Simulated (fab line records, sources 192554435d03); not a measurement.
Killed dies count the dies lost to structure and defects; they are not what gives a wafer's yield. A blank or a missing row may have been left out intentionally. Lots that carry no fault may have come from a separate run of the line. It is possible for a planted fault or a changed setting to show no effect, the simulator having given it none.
Chamber matching :: flow n5 finfet :: N5_HKMG_FIN_DESCUM_17 on rie diel-05 has 4 sister chambers
The step chemistry O2, time 7.9 s. 4 wafers are shown with their chamber, then 8 later ones without.

## EACH WAFER AND ITS CHAMBER
wafer: L084.1
chamber: 0
drypump motor current A (A): 5.7

wafer: L084.3
chamber: 1
drypump motor current A (A): 6.2

wafer: L084.5
chamber: 3
drypump motor current A (A): 6.7

wafer: L085.2
chamber: 2
drypump motor current A (A): 5.8

## WAFERS MISSING THEIR CHAMBER
wafer: L085.3
drypump motor current A (A): 6.2

wafer: L085.6
drypump motor current A (A): 5.7

wafer: L089.1
drypump motor current A (A): 6.1

wafer: L089.2
drypump motor current A (A): 5.7

wafer: L089.5
drypump motor current A (A): 6.7

wafer: L091.3
drypump motor current A (A): 6.7

wafer: L091.4
drypump motor current A (A): 5.7

wafer: L091.6
drypump motor current A (A): 6.2

## WHICH CHAMBER EACH WENT THROUGH
wafer: L085.3
from the rows above: 1
in truth: 1

wafer: L085.6
from the rows above: 0
in truth: 0

wafer: L089.1
from the rows above: 1
in truth: 1

wafer: L089.2
from the rows above: 0
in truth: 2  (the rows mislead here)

wafer: L089.5
from the rows above: 3
in truth: 3

wafer: L091.3
from the rows above: 3
in truth: 3

wafer: L091.4
from the rows above: 0
in truth: 0

wafer: L091.6
from the rows above: 1
in truth: 1
7 of 8 placed correctly. Not placeable from these rows: 0. Number placed wrongly: 1.
How it was worked out, from the rows above alone: a wafer's distance from a chamber is the root of the sum, over the readings, of the square of ((its reading less the chamber's mean) divided by the reading's scatter). The wafer belongs to the nearest chamber; if the next one is less than 2 further off, it can't be placed. Each chamber's mean is taken over the wafers shown for it. The scatter: root of mean squared gap, hidden wafer to nearest shown wafer, with one shown wafer a chamber.
